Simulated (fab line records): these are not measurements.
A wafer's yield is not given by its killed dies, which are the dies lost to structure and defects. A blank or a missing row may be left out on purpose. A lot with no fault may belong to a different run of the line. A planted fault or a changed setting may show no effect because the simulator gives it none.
Which of the tools did it? | flow n5 finfet | 9 lots with 27 wafers sampled at 8 steps, on a route of 1938 steps

== WHAT EACH GAUGE READ, for each wafer ==
N5_BEOL_M4_RC_MEAS_101. Usual: DIBL_N 35.8 mV/V, standard deviation 1.6; DIBL_P 36.0 mV/V, standard deviation 1.9; IOFF_N 0.151 nA/um, standard deviation 0.029; IOFF_P 0.21 nA/um, standard deviation 0.037; ION_N 673 uA/um, standard deviation 12; ION_P 463 uA/um, standard deviation 7.3; SS_N 71.5 mV/dec, standard deviation 0.58; SS_P 73.2 mV/dec, standard deviation 0.61; VT_N 251 mV, standard deviation 3.3; VT_P -250 mV, standard deviation 3.3.
lot  | measured     | on        | DIBL_N (mV/V)  | DIBL_P (mV/V)  | IOFF_N (nA/um)    | IOFF_P (nA/um) | ION_N (uA/um) | ION_P (uA/um) | SS_N (mV/dec)  | SS_P (mV/dec)  | VT_N (mV)   | VT_P (mV)      | flag
L124 | day 8 18:42  | prober-01 | 36.8 35.3 34.1 | 36.7 34.5 33.3 | 0.151 0.128 0.108 | 0.20 0.17 0.15 | 668 657 652   | 456 457 452   | 72.1 71.0 71.1 | 73.5 72.6 72.0 | 253 254 257 | -252 -253 -253 |
L125 | day 9 12:37  | prober-01 | 37.9 35.4 36.3 | 38.3 34.5 35.2 | 0.189 0.134 0.162 | 0.27 0.20 0.22 | 690 679 677   | 472 465 466   | 71.9 71.2 70.9 | 74.3 73.4 73.4 | 247 251 248 | -244 -248 -247 |
L127 | day 9 14:28  | prober-01 | 34.5 35.4 36.9 | 34.6 34.6 37.2 | 0.125 0.136 0.161 | 0.16 0.17 0.20 | 674 672 676   | 456 459 455   | 70.6 71.2 71.5 | 73.4 72.7 73.4 | 254 253 252 | -256 -255 -249 |
L130 | day 9 18:19  | prober-01 | 34.8 35.8 34.7 | 32.8 35.3 34.9 | 0.112 0.133 0.124 | 0.14 0.17 0.18 | 664 668 657   | 453 461 453   | 71.5 71.8 71.6 | 72.6 73.1 72.9 | 255 252 251 | -257 -252 -252 |
L131 | day 9 21:20  | prober-02 | 34.8 34.7 35.2 | 35.5 36.2 35.7 | 0.154 0.152 0.161 | 0.22 0.24 0.23 | 681 685 672   | 478 478 460   | 71.6 71.5 72.5 | 72.6 72.9 73.2 | 254 253 250 | -247 -244 -245 |
L129 | day 10 04:25 | prober-02 | 37.0 38.3 37.5 | 36.4 38.8 38.3 | 0.145 0.186 0.174 | 0.19 0.23 0.21 | 670 682 689   | 464 463 468   | 72.6 72.5 72.1 | 72.2 74.0 73.4 | 251 250 249 | -251 -250 -249 |
L139 | day 12 13:26 | prober-01 | 33.5 34.4 33.5 | 33.6 34.1 32.7 | 0.129 0.130 0.115 | 0.17 0.18 0.17 | 672 676 656   | 457 465 456   | 70.5 70.6 70.9 | 72.7 72.7 72.2 | 254 253 255 | -252 -252 -252 |
L140 | day 12 16:59 | prober-01 | 35.1 32.9 35.9 | 34.6 32.8 35.6 | 0.135 0.105 0.148 | 0.18 0.17 0.20 | 672 659 676   | 460 455 463   | 70.4 70.3 70.7 | 73.1 71.8 73.5 | 252 257 249 | -250 -251 -252 |
L145 | day 14 02:34 | prober-01 | 34.7 35.3 34.8 | 35.1 36.0 35.4 | 0.136 0.142 0.128 | 0.19 0.21 0.20 | 671 664 660   | 457 459 456   | 70.9 71.9 71.4 | 72.2 73.1 72.6 | 252 252 254 | -252 -251 -253 |

N5_BEOL_M6_OCD_MEAS_38. Usual: trench depth nm 94.8 nm, standard deviation 1.5.
lot  | measured     | on     | trench depth nm (nm) | flag
L124 | day 9 12:18  | ocd-01 | 97.6 93.0 96.2       |
L125 | day 10 10:04 | ocd-01 | 93.3 93.2 94.5       |
L127 | day 10 13:08 | ocd-02 | 96.8 96.2 98.7       |
L130 | day 10 13:19 | ocd-01 | 94.8 94.3 94.9       |
L131 | day 10 18:57 | ocd-01 | 94.6 94.7 94.2       |
L129 | day 11 00:10 | ocd-02 | 94.8 94.3 93.8       |
L139 | day 13 11:11 | ocd-02 | 95.6 97.7 93.8       |
L140 | day 13 12:55 | ocd-01 | 95.5 95.7 95.7       |
L145 | day 14 20:53 | ocd-02 | 96.0 94.2 95.5       |

N5_BEOL_M6_THK_MEAS_53: measures by xrf. Usual: M6_THK 79.7 nm, standard deviation 1.6.
lot  | measured     | on            | M6_THK (nm)       | flag
L124 | day 9 14:33  | film metro-02 | 81.7 79.2 81.2    |
L125 | day 10 13:55 | film metro-01 | 78.2 78.6 79.1    |
L127 | day 10 15:40 | film metro-01 | 80.8 79.9 81.8    |
L130 | day 10 15:50 | film metro-02 | 299.0 294.3 296.5 | OFF
L131 | day 10 21:13 | film metro-01 | 289.4 294.0 292.7 | OFF
L129 | day 11 03:04 | film metro-01 | 293.2 299.9 294.3 | OFF
L139 | day 13 14:17 | film metro-01 | 80.7 82.7 79.7    |
L140 | day 13 15:26 | film metro-02 | 81.1 82.1 80.7    |
L145 | day 14 23:24 | film metro-01 | 80.4 79.7 79.7    |

N5_BEOL_M6_RS_MEAS_57: measurement is done with a four-point probe. Usual: M6_RS 0.283 ohm/sq, standard deviation 0.0065.
lot  | measured     | on            | M6_RS (ohm/sq)    | flag
L124 | day 9 14:41  | film metro-01 | 0.277 0.290 0.278 |
L125 | day 10 14:03 | film metro-02 | 0.290 0.286 0.283 |
L127 | day 10 15:48 | film metro-01 | 0.277 0.280 0.274 |
L130 | day 10 16:01 | film metro-01 | 0.064 0.065 0.064 | OFF
L131 | day 10 21:20 | film metro-02 | 0.065 0.064 0.065 | OFF
L129 | day 11 03:11 | film metro-01 | 0.064 0.063 0.064 | OFF
L139 | day 13 14:28 | film metro-02 | 0.282 0.273 0.286 |
L140 | day 13 15:34 | film metro-01 | 0.281 0.276 0.282 |
L145 | day 14 23:40 | film metro-01 | 0.279 0.283 0.284 |

N5_BEOL_M6_INSPECT_58: inspects for defects (darkfield). Usual: raw defect count 67, standard deviation 25.
lot  | measured     | on                | raw defect count | flag
L124 | day 9 14:43  | defect inspect-02 | 107 69 79        |
L125 | day 10 14:05 | defect inspect-02 | 54 86 76         |
L127 | day 10 15:50 | defect inspect-02 | 35 55 35         |
L130 | day 10 16:02 | defect inspect-02 | 1451 1480 1439   | OFF
L131 | day 10 21:22 | defect inspect-01 | 1484 1461 1433   | OFF
L129 | day 11 03:13 | defect inspect-02 | 1413 1490 1456   | OFF
L139 | day 13 14:29 | defect inspect-02 | 101 137 49       |
L140 | day 13 15:35 | defect inspect-02 | 79 64 100        |
L145 | day 14 23:41 | defect inspect-02 | 47 50 49         |

== TOOL THAT RAN EACH LOT (tool first, then ch and the chambers of the sampled wafers, then the start) ==
lot  | N5_BEOL_M6_SURFACE_TREAT_79  | N5_BEOL_M6_ANNEAL_51             | N5_BEOL_M6_CMP_52
L124 | pvd sputter-02, day 9 13:30  | rtp anneal-01 ch 0, day 9 13:57  | cmp-01 ch 1,2,3, day 9 14:18
L125 | pvd sputter-01, day 10 11:14 | rtp anneal-02 ch 0, day 10 13:24 | cmp-02 ch 1,2,3, day 10 13:42
L127 | pvd sputter-02, day 10 14:17 | rtp anneal-02 ch 0, day 10 15:10 | cmp-02 ch 1,3, day 10 15:25
L130 | pvd sputter-03, day 10 14:21 | rtp anneal-01 ch 0, day 10 15:17 | cmp-01 ch 0,2,3, day 10 15:38
L131 | pvd sputter-03, day 10 19:56 | rtp anneal-01 ch 0, day 10 20:40 | cmp-02 ch 2,3, day 10 20:55
L129 | pvd sputter-02, day 11 01:40 | rtp anneal-02 ch 0, day 11 02:28 | cmp-01 ch 0,1,3, day 11 02:53
L139 | pvd sputter-03, day 13 12:43 | rtp anneal-02 ch 0, day 13 13:45 | cmp-01 ch 0,2, day 13 14:00
L140 | pvd sputter-01, day 13 14:11 | rtp anneal-01 ch 0, day 13 14:52 | cmp-02 ch 0,1,2, day 13 15:10
L145 | pvd sputter-03, day 14 21:53 | rtp anneal-02 ch 0, day 14 22:47 | cmp-01 ch 0,2,3, day 14 23:08
- N5_BEOL_M6_SURFACE_TREAT_79
- N5_BEOL_M6_ANNEAL_51: time 90 s.
- N5_BEOL_M6_CMP_52: polishes, stops on SiCOH lowk, t overpolish 6.9 s, target thk 80 nm.

== AS READ BY THE TOOLS THEMSELVES (means over the sampled wafers that have a number; for cases with no such wafer, the mark the record gives instead) ==
N5_BEOL_M6_ANNEAL_51. Usual: wafer_temp_C_max 226.1, standard deviation 0.38.
lot  | tool          | wafer_temp_C_max | flag
L124 | rtp anneal-01 | 225.7            |
L125 | rtp anneal-02 | 226.2            |
L127 | rtp anneal-02 | 226.2            |
L130 | rtp anneal-01 | 226.0            |
L131 | rtp anneal-01 | 225.7            |
L129 | rtp anneal-02 | 226.6            |
L139 | rtp anneal-02 | 226.5            |
L140 | rtp anneal-01 | 225.8            |
L145 | rtp anneal-02 | 226.2            |

N5_BEOL_M6_CMP_52. Usual: barrier field endpoint s 29.1 s, standard deviation 0.72; clearing platen down force psi 1.500 psi, standard deviation 0.0031; motor current A 5.8 A, standard deviation 0.49; overpolish run s 6.901 s, standard deviation 0.0093; platen rpm 50.00 rpm, standard deviation 0.032; time to endpoint s 63.9 s, standard deviation 2.8.
lot  | tool   | barrier field endpoint s (s) | clearing platen down force psi (psi) | motor current A (A) | overpolish run s (s) | platen rpm (rpm) | time to endpoint s (s) | flag
L124 | cmp-01 | 28.7                         | 1.501                                | 5.8                 | 6.903                | 50.00            | 64.7                   |
L125 | cmp-02 | 29.7                         | 1.502                                | 6.0                 | 6.898                | 49.98            | 63.2                   |
L127 | cmp-02 | 29.5                         | 1.499                                | 5.5                 | 6.899                | 49.96            | 66.1                   |
L130 | cmp-01 | -                            | -                                    | -                   | -                    | -                | -                      | OFF
L131 | cmp-02 | -                            | -                                    | -                   | -                    | -                | -                      | OFF
L129 | cmp-01 | -                            | -                                    | -                   | -                    | -                | -                      | OFF
L139 | cmp-01 | 28.5                         | 1.497                                | 5.8                 | 6.901                | 49.97            | 65.1                   |
L140 | cmp-02 | 29.5                         | 1.498                                | 6.3                 | 6.897                | 50.01            | 63.7                   |
L145 | cmp-01 | 28.8                         | 1.498                                | 5.4                 | 6.908                | 50.00            | 62.0                   |

== THE ANSWER, worked out from the rows above alone ==
Rule: a lot is off if the mean of its wafers that have a number lies more than 3 standard deviations from the usual mean. A lot without any number at a reading at which 4 lots or more have one is off too. All remaining lots with rows at the step are treated as sound. Order of review: gauges by route order, followed by the tools' own readings, for which a lot's mean as printed above is used. The first step at which some lot is off is used, and at that step the reading that is off furthest; a lot without a number counts as furthest.
Off: at N5_BEOL_M6_THK_MEAS_53 (M6_THK), L130, L131, L129.
A tool fits if, at a process step before that reading, it ran every lot that is off, and no sound lot after the first of them. The gauges at N5_BEOL_M6_THK_MEAS_53 aren't tried: what is off there is off at N5_BEOL_M6_INSPECT_58 too, on other tools, and a gauge's error can't cause that. No candidate that was tried fits.

== WHAT THE SIMULATOR HAD INSERTED ==
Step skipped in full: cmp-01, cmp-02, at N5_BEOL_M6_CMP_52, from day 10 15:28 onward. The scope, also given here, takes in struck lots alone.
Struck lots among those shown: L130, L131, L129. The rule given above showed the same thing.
